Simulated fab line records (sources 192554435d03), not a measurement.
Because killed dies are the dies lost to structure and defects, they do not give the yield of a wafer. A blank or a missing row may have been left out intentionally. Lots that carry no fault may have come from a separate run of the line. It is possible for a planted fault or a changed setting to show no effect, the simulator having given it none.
Split-lot trial + flow n5 finfet + 7 lots, 21 wafers read, on a route of 1938 steps

== SPLIT DETAILS ==
At N5_WELL_APT_EXPOSE_05 (exposes mask NWELL, defocus 0 nm, target cd 200 nm), the setting dose mj was moved away from the recipe's 20.3 on 5 of the 21 wafers read, by -6.9% to -2.3%. The other wafers ran this setting at the recipe's value.

== FROM THE SPLIT TO THE READING: what the file shows between them, 3 steps ==
- N5_WELL_APT_PEB_06: peb time 90 s
- N5_WELL_APT_DEVELOP_07: develop time 45 s
- N5_WELL_APT_HARDBAKE_12: time 120 s

== THE READING ==
Shown in nm: cd nm at N5_WELL_APT_CD_MEAS_08, with target cd 200 nm. A value of 200.2 nm with a standard deviation of 1.5 nm is what fault-free wafers of this fab line usually give.

| wafer  | tool, chamber at the split | dose mj as run | against the recipe | cd nm, nm | against lot-mates on the recipe |
|--------|----------------------------|----------------|--------------------|-----------|---------------------------------|
| L077.2 | krf scanner-01, 0          | 20.3           | recipe             | 199.1     | -                               |
| L077.4 | krf scanner-01, 0          | 20.3           | recipe             | 200.4     | -                               |
| L077.6 | krf scanner-01, 0          | 20.3           | recipe             | 200.1     | -                               |
| L078.3 | krf scanner-02, 0          | 20.3           | recipe             | 200.4     | -                               |
| L078.5 | krf scanner-02, 0          | 19.62          | -3.3%              | 196.1     | -3.5                            |
| L078.6 | krf scanner-02, 0          | 20.3           | recipe             | 198.8     | -                               |
| L083.3 | krf scanner-02, 0          | 20.3           | recipe             | 198.3     | -                               |
| L083.4 | krf scanner-02, 0          | 20.3           | recipe             | 201.4     | -                               |
| L083.5 | krf scanner-02, 0          | 20.3           | recipe             | 199.3     | -                               |
| L085.2 | krf scanner-02, 0          | 20.3           | recipe             | 197.1     | -                               |
| L085.3 | krf scanner-02, 0          | 20.3           | recipe             | 197.9     | -                               |
| L085.5 | krf scanner-02, 0          | 20.3           | recipe             | 198.3     | -                               |
| L086.3 | krf scanner-02, 0          | 20.3           | recipe             | 198.7     | -                               |
| L086.4 | krf scanner-02, 0          | 20.3           | recipe             | 198.3     | -                               |
| L086.6 | krf scanner-02, 0          | 19.53          | -3.8%              | 190.6     | -7.9                            |
| L089.3 | krf scanner-01, 0          | 20.3           | recipe             | 200.0     | -                               |
| L089.5 | krf scanner-01, 0          | 19.83          | -2.3%              | 199.3     | -2.0                            |
| L089.6 | krf scanner-01, 0          | 20.3           | recipe             | 202.6     | -                               |
| L097.1 | krf scanner-01, 0          | 18.89          | -6.9%              | 189.1     | -9.1                            |
| L097.4 | krf scanner-01, 0          | 20.3           | recipe             | 198.2     | -                               |
| L097.5 | krf scanner-01, 0          | 18.89          | -6.9%              | 185.0     | -13.2                           |

FIT RESULTS
A straight line over all 21 wafers: cd nm changes by +1.71 nm for each +1% of dose mj; r = +0.91; the points scatter about the line by 1.9 nm.
The same after taking each lot's own level away (the mean of its wafers on the recipe; 21 wafers): +1.59 nm for each +1%; r = +0.95; scatter 1.2 nm.
On that fit, the largest move of dose mj shifts the reading by 11 nm.
Across the lots, their own levels run from 197.77 to 201.30 nm, a range of 2.4 times the standard deviation given above.
Hence the lot-to-lot level has little effect on the slope; both slopes agree.
Check: with one of the wafers moved furthest among these (-6.9%) left out of the fit, the line predicts -12.2 nm for it against its lot-mates. It came out at -9.1 nm against them.

== THE WHOLE CHAIN: every reading that the file lists as answering this split, in the file's order ==
| step                   | what it does             | reading                                                         | change (the file's fit)              | r (the file's) |
|------------------------|--------------------------|-----------------------------------------------------------------|--------------------------------------|----------------|
| N5_WELL_APT_CD_MEAS_08 | target cd 200 nm         | cd nm                                                           | +1.56 nm for each +1% of the setting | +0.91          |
| N5_WELL_APT_DESCUM_13  | chemistry O2, time 7.9 s | WELL_APT.cd nm (the simulator's own value, which no gauge read) | +1.62 nm for each +1% of the setting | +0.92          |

== FILE'S OWN FIT ==
cd nm changes by +1.56 nm for each +1% of dose mj, r = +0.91.
